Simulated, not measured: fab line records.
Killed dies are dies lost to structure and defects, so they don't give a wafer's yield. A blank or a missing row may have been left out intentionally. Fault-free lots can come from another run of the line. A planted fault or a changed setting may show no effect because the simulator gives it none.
Chamber matching + flow n5_finfet + rie_diel-03 running N5_FIN_SAQP_ETCH_67: 4 sister chambers
The step etches SiNx in CH3F/O2, target depth 30 nm. 4 wafers are shown with their chamber, then 10 later ones without.

## EACH WAFER AND ITS CHAMBER
| wafer  | chamber | drypump_motor_current_A (A) |
|--------|---------|-----------------------------|
| L089.4 | 0       | 6.3                         |
| L089.5 | 2       | 5.5                         |
| L092.1 | 3       | 5.9                         |
| L092.2 | 1       | 6.3                         |

## WAFERS WHOSE CHAMBER IS MISSING
| wafer  | drypump_motor_current_A (A) |
|--------|-----------------------------|
| L092.6 | 5.5                         |
| L093.1 | 5.4                         |
| L093.4 | 6.4                         |
| L093.5 | 5.9                         |
| L094.1 | 5.5                         |
| L094.5 | 6.3                         |
| L094.6 | 5.5                         |
| L096.2 | 5.9                         |
| L096.3 | 5.5                         |
| L096.5 | 6.3                         |

## WHICH CHAMBER EACH WENT THROUGH
| wafer  | from the rows above     | in truth |
|--------|-------------------------|----------|
| L092.6 | 2                       | 2        |
| L093.1 | 2                       | 2        |
| L093.4 | can't be placed: 0 or 1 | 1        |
| L093.5 | 3                       | 3        |
| L094.1 | 2                       | 2        |
| L094.5 | can't be placed: 0 or 1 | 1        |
| L094.6 | 2                       | 2        |
| L096.2 | 3                       | 3        |
| L096.3 | 2                       | 2        |
| L096.5 | can't be placed: 0 or 1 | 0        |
Correctly placed: 7 of 10. These rows do not allow placing 3 (true chamber among the candidates in 3). Wrongly placed: 0.
How it was worked out, from the rows above alone: a wafer's distance from a chamber is the root of the sum, over the readings, of the square of ((its reading less the chamber's mean) divided by the reading's scatter). If the next closest chamber is less than 2 further off than the closest, the wafer can't be placed; otherwise it belongs to the closest. Each chamber's mean is taken over the wafers shown for it. The scatter: with one shown wafer a chamber, the root of the mean of the squares of how far each hidden wafer lies from its nearest shown one.
